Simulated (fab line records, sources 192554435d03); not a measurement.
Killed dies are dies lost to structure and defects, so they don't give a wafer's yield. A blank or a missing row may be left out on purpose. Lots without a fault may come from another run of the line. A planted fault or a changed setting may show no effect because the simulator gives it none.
fab line records | flow n5_finfet | part 1 of 2: steps 1 to 23 of 32
record lots=5 wafers=15 last_day=16
route steps=1938 shown BEOL_M14@1731
lots that met no fault: from a run of the same line without faults
start_h: hours from the record's first day to the start of the lot's first wafer shown | wait_h: hours since the lot's step before | " the same as in the row above | L1.1+2: a row that stands for several wafers | - no value, or no start given | * or withheld: withheld | < > ~ a bound
route shown NAME@n: a module of which the file shows steps, and the number in the route of the first | usual: mean/standard deviation of fault-free wafers | same: alike in all rows | chamber/n: place in a boat | sites: the reading at each site | _std_site: their standard deviation | _edge_site: outer sites' mean less inner sites' | radius_mm: how far each site lies from the wafer's centre | mask NAME#n: copy n | behind: the tool/chamber that last shaped the wafer | hold: why the lot was held/for how many hours/how that ended | device: the transistor (n, p or np) that didn't switch | end of line: the same wafers' tests at the end of the route | a step without rows: its recipe alone | killed: dies lost to structure and defects at the first sort, not the wafer's yield | map: a wafer's dies, x killed, . not, _ none there
set.NAME: the setting as run; set.NAME@STEP: as run at that earlier step | model.NAME: the simulator's own value behind a step, which no gauge read
lots at some steps of the route; a table a step, a row a wafer
services: from which hour (start_h, from the record's first day; less than 0 if before it) a tool's chamber was out of use, for how many hours, and why
## steps
# step N5_BEOL_M14_VIA_ETCH_16
# recipe chemistry=C4F8/O2/Ar target=SiO2 he_inner_torr=15 he_outer_torr=30 target_depth_a=12313 time_s=withheld ion_energy_ev=800 pressure_mtorr=20 source_w=1905 bias_w=2040 Ar_flow_sccm=400 C4F8_flow_sccm=16 O2_flow_sccm=12 ends=cleared
# usual drypump_motor_current_A=5.4/0.58 he_inner_torr=15.00/0.03 oes_product_au=0.72/0.083 rf_vpp_V=2231/57 showerhead_plenum_p_Torr=3.39/0.11 throttle_valve_pct=30.8/0.36
# columns lot.wafer tool chamber start_h wait_h drypump_motor_current_A he_inner_torr oes_product_au rf_vpp_V showerhead_plenum_p_Torr throttle_valve_pct
L077.3 rie_diel-04 2 246.65 0.0 5.3 14.99 0.62 2159 3.27 30.6
L077.4 " 0 " " 5.5 15.01 0.87 2255 3.38 31.1
L077.6 " 0 " " 5.5 15.00 0.87 2257 3.38 31.2
L080.2 rie_diel-01 1 264.24 0.0 4.8 14.93 0.63 2158 3.53 31.1
L080.4 " 3 " " 4.9 14.99 0.83 2235 3.33 30.3
L080.6 " 1 " " 4.8 14.98 0.63 2159 3.53 31.1
L079.2 rie_diel-04 0 271.44 0.0 5.4 15.01 0.83 2255 3.38 31.1
L079.3 " 1 " " 5.3 15.02 0.79 2288 3.60 30.5
L079.6 " 1 " " 5.3 15.03 0.79 2288 3.60 30.5
L088.2 rie_diel-01 3 330.05 0.0 4.9 15.00 0.79 2232 3.32 30.3
L088.4 " 3 " " 4.9 15.04 0.78 2231 3.32 30.3
L088.5 " 0 " " 4.9 14.99 0.75 2310 3.37 31.0
L092.1 rie_diel-01 3 352.26 0.0 4.9 14.99 0.78 2232 3.32 30.3
L092.4 " 0 " " 4.9 15.04 0.75 2310 3.37 31.1
L092.6 " 3 " " 4.9 14.99 0.78 2232 3.32 30.3
# step N5_BEOL_M14_STRIP_63
# recipe chemistry=O2 power_w=600 temp_c=60 pressure_mtorr=30 rf_frequency_hz=6e+07 bias_power_w=0 overash_fraction=0.3 o2_flow_sccm=225
# usual drypump_motor_current_A=5.4/0.58 oes_product_au=0.80/0.092 rf_vpp_V=3.7/0.92 showerhead_plenum_p_Torr=2.06/0.075 throttle_valve_pct=16.57/0.23
# columns lot.wafer tool chamber start_h wait_h drypump_motor_current_A oes_product_au rf_hours_counter_h rf_vpp_V showerhead_plenum_p_Torr throttle_valve_pct
L077.3 rie_diel-04 2 - - 5.3 0.69 220 5.1 2.02 16.71
L077.4 " 0 " " 5.4 0.94 13 4.3 2.03 16.50
L077.6 " 0 " " 5.4 0.96 - 3.2 2.03 16.54
L080.2 rie_diel-01 1 - - 4.7 0.72 231 4.2 2.15 16.85
L080.4 " 3 " " 4.9 0.94 20 2.3 2.07 16.30
L080.6 " 1 " " 4.7 0.70 - 5.4 2.15 16.86
L079.2 rie_diel-04 0 - - 5.5 0.91 21 2.9 2.02 16.56
L079.3 " 1 " " 5.4 0.88 35 4.0 2.24 16.52
L079.6 " 1 " " 5.4 0.90 - 3.6 2.24 16.52
L088.2 rie_diel-01 3 - - 4.8 0.86 45 3.9 2.06 16.37
L088.4 " 3 " " 4.8 0.89 - 4.0 2.06 16.35
L088.5 " 0 " " 4.9 0.83 - 4.9 2.03 16.53
L092.1 rie_diel-01 3 - - 4.9 0.86 53 3.6 2.06 16.38
L092.4 " 0 " " 4.9 0.83 - 1.0 2.03 16.56
L092.6 " 3 " " 4.9 0.85 - 2.5 2.06 16.37
# step N5_BEOL_M14_STRIP_64
# recipe chemistry=O2 power_w=600 temp_c=60 pressure_mtorr=30 rf_frequency_hz=6e+07 bias_power_w=0 overash_fraction=0.3 o2_flow_sccm=225
# usual drypump_motor_current_A=5.4/0.58 oes_product_au=0.80/0.093 rf_vpp_V=3.7/0.51 showerhead_plenum_p_Torr=2.06/0.075 throttle_valve_pct=16.57/0.23
# columns lot.wafer tool chamber start_h wait_h drypump_motor_current_A oes_product_au rf_hours_counter_h rf_vpp_V showerhead_plenum_p_Torr throttle_valve_pct
L077.3 rie_diel-04 2 - - 5.3 0.69 220 3.5 2.02 16.73
L077.4 " 0 " " 5.5 0.94 13 3.3 2.03 16.52
L077.6 " 0 " " 5.5 0.93 - 3.8 2.03 16.51
L080.2 rie_diel-01 1 - - 4.7 0.70 231 3.9 2.15 16.85
L080.4 " 3 " " 4.8 0.93 20 3.8 2.07 16.32
L080.6 " 1 " " 4.7 0.70 - 3.6 2.15 16.86
L079.2 rie_diel-04 0 - - 5.5 0.92 21 3.4 2.02 16.53
L079.3 " 1 " " 5.3 0.88 35 3.2 2.24 16.50
L079.6 " 1 " " 5.3 0.88 - 4.1 2.24 16.51
L088.2 rie_diel-01 3 - - 4.9 0.88 45 4.2 2.06 16.36
L088.4 " 3 " " 4.9 0.86 - 4.3 2.06 16.35
L088.5 " 0 " " 4.9 0.84 - 4.8 2.03 16.55
L092.1 rie_diel-01 3 - - 4.9 0.86 53 3.3 2.06 16.38
L092.4 " 0 " " 4.9 0.83 - 4.6 2.03 16.54
L092.6 " 3 " " 4.8 0.87 - 3.6 2.06 16.38
# step N5_BEOL_M14_STRIP_71
# recipe chemistry=post_etch_residue_remover time_s=60 temp_c=25 remover_ph=withheld remover_water_wt_pct=withheld remover_fluoride_wt_pct=withheld
# columns lot.wafer tool chamber start_h wait_h
L077.3+4+6 wet_bench-06 1,5,3 246.94 -
L080.2+4+6 wet_bench-06 4,5,3 264.53 -
L079.2+3+6 wet_bench-06 2,0,7 271.72 -
L088.2+4+5 wet_bench-04 1,7,3 330.34 -
L092.1+4+6 wet_bench-04 5,7,3 352.55 -
# step N5_BEOL_M14_SRD_72
# recipe time_s=30 temp_c=23 rinse_liquid=diw dry=n2_spin spin_rpm=1500 dry_time_s=30
# same dry_time_s=30
# columns lot.wafer tool chamber start_h wait_h
L077.3+4+6 wet_bench-06 1,5,3 246.96 0.0
L080.2+4+6 wet_bench-06 4,5,3 264.55 0.0
L079.2+3+6 wet_bench-06 2,0,7 271.74 0.0
L088.2+4+5 wet_bench-04 1,7,3 330.36 0.0
L092.1+4+6 wet_bench-04 5,7,3 352.57 0.0
# step N5_BEOL_M14_CD_MEAS_17
# recipe target_cd_nm=250 polarity=opening
# usual cd_nm=248.8/2.9
# columns lot.wafer tool chamber start_h wait_h cd_nm
L077.3 cd_sem-01 - 247.00 0.0 247.2
L077.4 " - " " 248.2
L077.6 " - " " 249.2
L080.2 cd_sem-01 - 264.59 0.0 246.8
L080.4 " - " " 249.1
L080.6 " - " " 247.1
L079.2 cd_sem-02 - 271.79 0.0 243.0
L079.3 " - " " 246.3
L079.6 " - " " 244.0
L088.2 cd_sem-01 - 330.40 0.0 251.7
L088.4 " - " " 248.2
L088.5 " - " " 248.3
L092.1 cd_sem-01 - 352.61 0.0 247.3
L092.4 " - " " 248.2
L092.6 " - " " 247.8
# step N5_BEOL_M14_COAT_65
# recipe resist=SOC temp_c=250 time_s=60 spin_rpm=1500 resist_thk_nm=450
# columns lot.wafer tool chamber start_h wait_h
L077.3+4+6 litho_track-05 0 247.03 0.0
L080.2+4+6 litho_track-03 0 264.62 0.0
L079.2+3+6 litho_track-01 0 271.82 0.0
L088.2+4+5 litho_track-05 0 330.44 0.0
L092.1+4+6 litho_track-03 0 352.65 0.0
# step N5_BEOL_M14_COAT_66
# recipe resist=SiARC temp_c=220 time_s=60 spin_rpm=1500 resist_thk_nm=110
# columns lot.wafer tool chamber start_h wait_h
L077.3+4+6 litho_track-05 0 - -
L080.2+4+6 litho_track-03 0 - -
L079.2+3+6 litho_track-01 0 - -
L088.2+4+5 litho_track-05 0 - -
L092.1+4+6 litho_track-03 0 - -
# step N5_BEOL_M14_COAT_22
# recipe spin_rpm=2888 resist_thk_nm=300
# columns lot.wafer tool chamber start_h wait_h
L077.3+4+6 litho_track-05 0 - -
L080.2+4+6 litho_track-03 0 - -
L079.2+3+6 litho_track-01 0 - -
L088.2+4+5 litho_track-05 0 - -
L092.1+4+6 litho_track-03 0 - -
# step N5_BEOL_M14_EBR_24
# recipe solvent=PGMEA ebr_width_mm=1.5
# columns lot.wafer tool chamber start_h wait_h
L077.3+4+6 litho_track-05 0 - -
L080.2+4+6 litho_track-03 0 - -
L079.2+3+6 litho_track-01 0 - -
L088.2+4+5 litho_track-05 0 - -
L092.1+4+6 litho_track-03 0 - -
# step N5_BEOL_M14_SOFTBAKE_23
# recipe temp_c=130 time_s=60
# columns lot.wafer tool chamber start_h wait_h
L077.3+4+6 litho_track-05 0 - -
L080.2+4+6 litho_track-03 0 - -
L079.2+3+6 litho_track-01 0 - -
L088.2+4+5 litho_track-05 0 - -
L092.1+4+6 litho_track-03 0 - -
# step N5_BEOL_M14_EXPOSE_25
# recipe mask_id=M14 na=0.8 source_shape=annular sigma_inner=0.5 sigma_outer=0.8 polarization=unpolarized target_cd_nm=280 dose_mj=26.6
# usual stage_vel_mm_s=500.04/0.25
# columns lot.wafer tool chamber start_h wait_h mask stage_vel_mm_s
L077.3 krf_scanner-02 0 247.16 - M14#0 500.31
L077.4 " 0 " " M14#0 500.10
L077.6 " 0 " " M14#0 500.06
L080.2 krf_scanner-02 0 264.79 - M14#0 500.08
L080.4 " 0 " " M14#0 500.16
L080.6 " 0 " " M14#0 499.89
L079.2 krf_scanner-01 0 272.07 - M14#0 499.82
L079.3 " 0 " " M14#0 499.80
L079.6 " 0 " " M14#0 499.79
L088.2 krf_scanner-02 0 330.69 - M14#0 499.81
L088.4 " 0 " " M14#0 499.76
L088.5 " 0 " " M14#0 500.11
L092.1 krf_scanner-02 0 352.89 - M14#0 500.17
L092.4 " 0 " " M14#0 499.96
L092.6 " 0 " " M14#0 499.92
# step N5_BEOL_M14_PEB_26
# recipe peb_temp_c=130 peb_time_s=90
# columns lot.wafer tool chamber start_h wait_h
L077.3+4+6 litho_track-03 0 247.21 0.0
L080.2+4+6 litho_track-01 0 264.84 0.0
L079.2+3+6 litho_track-01 0 272.12 0.0
L088.2+4+5 litho_track-05 0 330.74 0.0
L092.1+4+6 litho_track-03 0 352.95 0.1
# step N5_BEOL_M14_DEVELOP_27
# recipe develop_time_s=45 rinse_liquid=diw dry=air_spin dev_temp_c=21
# columns lot.wafer tool chamber start_h wait_h
L077.3+4+6 litho_track-03 0 - -
L080.2+4+6 litho_track-01 0 - -
L079.2+3+6 litho_track-01 0 - -
L088.2+4+5 litho_track-05 0 - -
L092.1+4+6 litho_track-03 0 - -
# step N5_BEOL_M14_HARDBAKE_32
# recipe temp_c=130 time_s=120
# columns lot.wafer tool chamber start_h wait_h
L077.3+4+6 litho_track-03 0 - -
L080.2+4+6 litho_track-01 0 - -
L079.2+3+6 litho_track-01 0 - -
L088.2+4+5 litho_track-05 0 - -
L092.1+4+6 litho_track-03 0 - -
# step N5_BEOL_M14_CD_MEAS_28
# recipe target_cd_nm=284.4 landing_energy_ev=500 detector=se_inlens
# usual cd_nm=285.2/2.1
# same landing_energy_ev=500
# columns lot.wafer tool chamber start_h wait_h cd_nm
L077.3 cd_sem-02 0 247.33 - 283.4
L077.4 " 0 " " 282.6
L077.6 " 0 " " 283.6
L080.2 cd_sem-01 0 264.96 - 288.6
L080.4 " 0 " " 285.1
L080.6 " 0 " " 284.2
L079.2 cd_sem-02 0 272.24 - 283.7
L079.3 " 0 " " 285.7
L079.6 " 0 " " 281.9
L088.2 cd_sem-01 0 330.86 - 282.1
L088.4 " 0 " " 283.6
L088.5 " 0 " " 283.1
L092.1 cd_sem-03 0 353.06 - 283.2
L092.4 " 0 " " 284.0
L092.6 " 0 " " 284.2
# step N5_BEOL_M14_OVL_MEAS_29
# recipe points_per_wafer=44
# usual M14_OVL=2/5.6
# same points_per_wafer=44
# columns lot.wafer tool chamber start_h wait_h M14_OVL[nm]
L077.3 overlay-01 0 247.35 0.0 -3
L077.4 " 0 " " -4
L077.6 " 0 " " -7
L080.2 overlay-02 0 264.99 0.0 0
L080.4 " 0 " " -5
L080.6 " 0 " " -1
L079.2 overlay-01 0 272.27 0.0 5
L079.3 " 0 " " 6
L079.6 " 0 " " 7
L088.2 overlay-02 0 330.89 0.0 15
L088.4 " 0 " " 8
L088.5 " 0 " " 11
L092.1 overlay-02 0 353.09 0.0 0
L092.4 " 0 " " 5
L092.6 " 0 " " 4
# step N5_BEOL_M14_INSPECT_30
# recipe mode=adi inspect_instrument=macro
# usual raw_defect_count=2.2/1.3
# columns lot.wafer tool chamber start_h wait_h raw_defect_count
L077.3 defect_inspect-01 - 247.38 0.0 2
L077.4 " - " " 2
L077.6 " - " " 1
L080.2 defect_inspect-01 - 265.01 0.0 1
L080.4 " - " " 2
L080.6 " - " " 0
L079.2 defect_inspect-02 - 272.29 0.0 2
L079.3 " - " " 2
L079.6 " - " " 4
L088.2 defect_inspect-01 - 330.91 0.0 1
L088.4 " - " " 1
L088.5 " - " " 2
L092.1 defect_inspect-01 - 353.12 0.0 2
L092.4 " - " " 2
L092.6 " - " " 5
# step N5_BEOL_M14_DESCUM_33
# recipe chemistry=O2 time_s=7.9 source_power_w=50 bias_power_w=20 pressure_mtorr=20 rf_frequency_hz=2.712e+07 temp_c=40 o2_flow_sccm=225
# usual drypump_motor_current_A=5.3/0.53 oes_product_au=0.83/0.09 rf_vpp_V=242.8/1.4 showerhead_plenum_p_Torr=2.07/0.075 throttle_valve_pct=20.30/0.2
# columns lot.wafer tool chamber start_h wait_h drypump_motor_current_A oes_product_au rf_hours_counter_h rf_vpp_V showerhead_plenum_p_Torr throttle_valve_pct
L077.3 rie_diel-04 3 247.61 0.2 4.9 0.67 229 244.6 2.14 20.67
L077.4 " 0 " " 5.5 0.94 13 243.2 2.02 20.30
L077.6 " 2 " " 5.3 0.68 - 241.1 2.02 20.51
L080.2 rie_diel-05 3 265.46 0.4 4.9 0.71 218 239.9 2.00 20.68
L080.4 " 2 " " 5.2 0.81 - 243.1 2.12 20.14
L080.6 " 3 " " 4.9 0.70 - 241.0 2.00 20.66
L079.2 rie_diel-01 0 272.33 0.0 4.9 0.87 46 243.8 2.04 20.28
L079.3 " 3 " " 4.9 0.92 22 241.8 2.06 20.15
L079.6 " 3 " " 4.9 0.93 - 242.2 2.06 20.15
L088.2 rie_diel-01 3 330.94 0.0 4.8 0.87 45 241.2 2.05 20.18
L088.4 " 2 " " 6.3 0.89 - 242.8 2.02 20.16
L088.5 " 0 " " 4.9 0.84 - 242.5 2.03 20.32
L092.1 rie_diel-04 2 353.20 0.1 5.3 0.94 4 244.5 2.28 20.03
L092.4 " 3 " " 4.9 0.94 14 244.0 2.12 20.27
L092.6 " 1 " " 5.4 0.84 - 245.2 2.23 20.39
# step N5_BEOL_M14_ETCH_67
# recipe chemistry=CF4 target=SiARC target_depth_a=1430 time_s=238.3 ion_energy_ev=80 pressure_mtorr=40 source_w=545 bias_w=36 Ar_flow_sccm=100 cf4_flow_sccm=100 ends=cleared
# usual drypump_motor_current_A=5.3/0.53 etch_rf_on_time_s=241/6.2 oes_product_au=0.70/0.075 rf_vpp_V=183.8/1.1 showerhead_plenum_p_Torr=2.12/0.07 throttle_valve_pct=15.46/0.25
# columns lot.wafer tool chamber start_h wait_h drypump_motor_current_A etch_rf_on_time_s oes_product_au rf_hours_counter_h rf_vpp_V showerhead_plenum_p_Torr throttle_valve_pct
L077.3 rie_diel-04 3 247.65 0.0 4.9 251 0.57 229 185.3 2.22 16.04
L077.4 " 0 " " 5.5 235 0.81 13 184.0 2.11 15.63
L077.6 " 2 " " 5.3 238 0.59 - 181.6 2.04 15.47
L080.2 rie_diel-05 3 265.50 0.0 4.9 237 0.60 218 182.0 2.03 15.74
L080.4 " 2 " " 5.2 236 0.68 - 182.8 2.16 15.30
L080.6 " 3 " " 4.9 237 0.60 - 183.2 2.03 15.72
L079.2 rie_diel-01 0 272.36 0.0 4.9 240 0.74 46 183.2 2.11 15.53
L079.3 " 3 " " 4.9 233 0.79 22 182.8 2.09 15.11
L079.6 " 3 " " 4.9 234 0.78 - 184.7 2.09 15.11
L088.2 rie_diel-01 3 330.98 0.0 4.9 238 0.74 45 183.5 2.08 15.14
L088.4 " 2 " " 6.3 250 0.72 - 183.4 2.07 15.36
L088.5 " 0 " " 4.9 243 0.71 - 184.8 2.10 15.58
L092.1 rie_diel-04 2 353.24 0.0 5.3 238 0.81 4 186.6 2.28 15.00
L092.4 " 3 " " 4.9 239 0.78 14 184.0 2.21 15.61
L092.6 " 1 " " 5.3 248 0.69 - 186.0 2.24 15.35
# step N5_BEOL_M14_ETCH_68
# recipe chemistry=N2/H2 target=SOC mask_material=SiARC source_w=3000 bias_w=350 temp_c=40 time_s=450 ion_energy_ev=200 pressure_mtorr=30 n2_flow_sccm=200 h2_flow_sccm=200
# usual drypump_motor_current_A=5.3/0.53 oes_product_au=0.83/0.088 rf_vpp_V=523.2/2.5 showerhead_plenum_p_Torr=2.52/0.083 throttle_valve_pct=17.65/0.22
# columns lot.wafer tool chamber start_h wait_h drypump_motor_current_A oes_product_au rf_hours_counter_h rf_vpp_V showerhead_plenum_p_Torr throttle_valve_pct
L077.3 rie_diel-04 3 247.79 0.1 4.9 0.67 229 525.2 2.60 18.03
L077.4 " 0 " " 5.5 0.95 13 521.9 2.50 17.88
L077.6 " 2 " " 5.3 0.69 - 520.8 2.43 17.75
L080.2 rie_diel-05 3 265.64 0.1 4.9 0.70 219 520.7 2.41 17.89
L080.4 " 2 " " 5.2 0.80 - 525.0 2.55 17.29
L080.6 " 3 " " 4.9 0.71 - 518.9 2.41 17.88
L079.2 rie_diel-01 0 272.51 0.1 4.9 0.87 46 522.1 2.45 17.47
L079.3 " 3 " " 4.8 0.93 22 522.5 2.50 17.40
L079.6 " 3 " " 4.9 0.92 - 522.6 2.50 17.39
L088.2 rie_diel-01 3 331.12 0.1 4.9 0.88 45 521.9 2.49 17.44
L088.4 " 2 " " 6.3 0.88 - 521.6 2.49 17.64
L088.5 " 0 " " 4.9 0.85 - 522.9 2.45 17.50
L092.1 rie_diel-04 2 353.38 0.1 5.3 0.95 4 526.9 2.74 17.26
L092.4 " 3 " " 4.8 0.93 14 524.4 2.58 17.60
L092.6 " 1 " " 5.3 0.83 - 527.6 2.68 17.69
# step N5_BEOL_M14_STRIP_69
# recipe chemistry=N2/H2 temp_c=40 n2_flow_sccm=200 h2_flow_sccm=200 rf_frequency_hz=6e+07
# columns lot.wafer tool chamber start_h wait_h
L077.3+4+6 rie_diel-04 3,0,2 248.06 0.1
L080.2+4+6 rie_diel-05 3,2,3 265.91 0.1
L079.2+3+6 rie_diel-01 0,3,3 272.77 0.1
L088.2+4+5 rie_diel-01 3,2,0 331.39 0.1
L092.1+4+6 rie_diel-04 2,3,1 353.65 0.1
# step N5_BEOL_M14_TRENCH_ETCH_34
# recipe chemistry=C4F8/O2/Ar target=SiO2 target_depth_a=5566.5 mask_material=SOC he_inner_torr=15 he_outer_torr=30 time_s=126.9 ion_energy_ev=800 pressure_mtorr=20 source_w=1905 bias_w=2040 Ar_flow_sccm=400 C4F8_flow_sccm=16 O2_flow_sccm=12
# usual drypump_motor_current_A=5.3/0.53 he_inner_torr=15.00/0.031 oes_product_au=0.82/0.086 rf_vpp_V=2237/60 showerhead_plenum_p_Torr=3.40/0.11 throttle_valve_pct=30.8/0.36
# columns lot.wafer tool chamber start_h wait_h drypump_motor_current_A he_inner_torr oes_product_au rf_hours_counter_h rf_vpp_V showerhead_plenum_p_Torr throttle_valve_pct
L077.3 rie_diel-04 3 248.07 0.0 4.9 15.04 0.66 230 2337 3.56 31.5
L077.4 " 0 " " 5.5 14.96 0.95 14 2255 3.38 31.2
L077.6 " 2 " " 5.3 15.01 0.70 - 2159 3.27 30.6
L080.2 rie_diel-05 3 265.92 0.0 4.8 15.00 0.71 219 2141 3.29 31.1
L080.4 " 2 " " 5.2 15.01 0.79 - 2238 3.47 30.6
L080.6 " 3 " " 4.9 15.00 0.71 - 2142 3.29 31.1
L079.2 rie_diel-01 0 272.78 0.0 4.9 14.97 0.86 47 2310 3.38 31.0
L079.3 " 3 " " 4.9 15.03 0.91 23 2234 3.33 30.3
L079.6 " 3 " " 4.9 14.97 0.92 - 2233 3.33 30.3
L088.2 rie_diel-01 3 331.40 0.0 4.8 15.00 0.86 45 2232 3.32 30.3
L088.4 " 2 " " 6.3 14.99 0.85 - 2168 3.34 30.6
L088.5 " 0 " " 4.9 14.98 0.84 - 2309 3.37 31.1
L092.1 rie_diel-04 2 353.66 0.0 5.3 14.96 0.96 4 2193 3.65 30.1
L092.4 " 3 " " 4.9 14.93 0.91 14 2338 3.54 31.1
L092.6 " 1 " " 5.3 15.03 0.82 - 2285 3.58 30.5
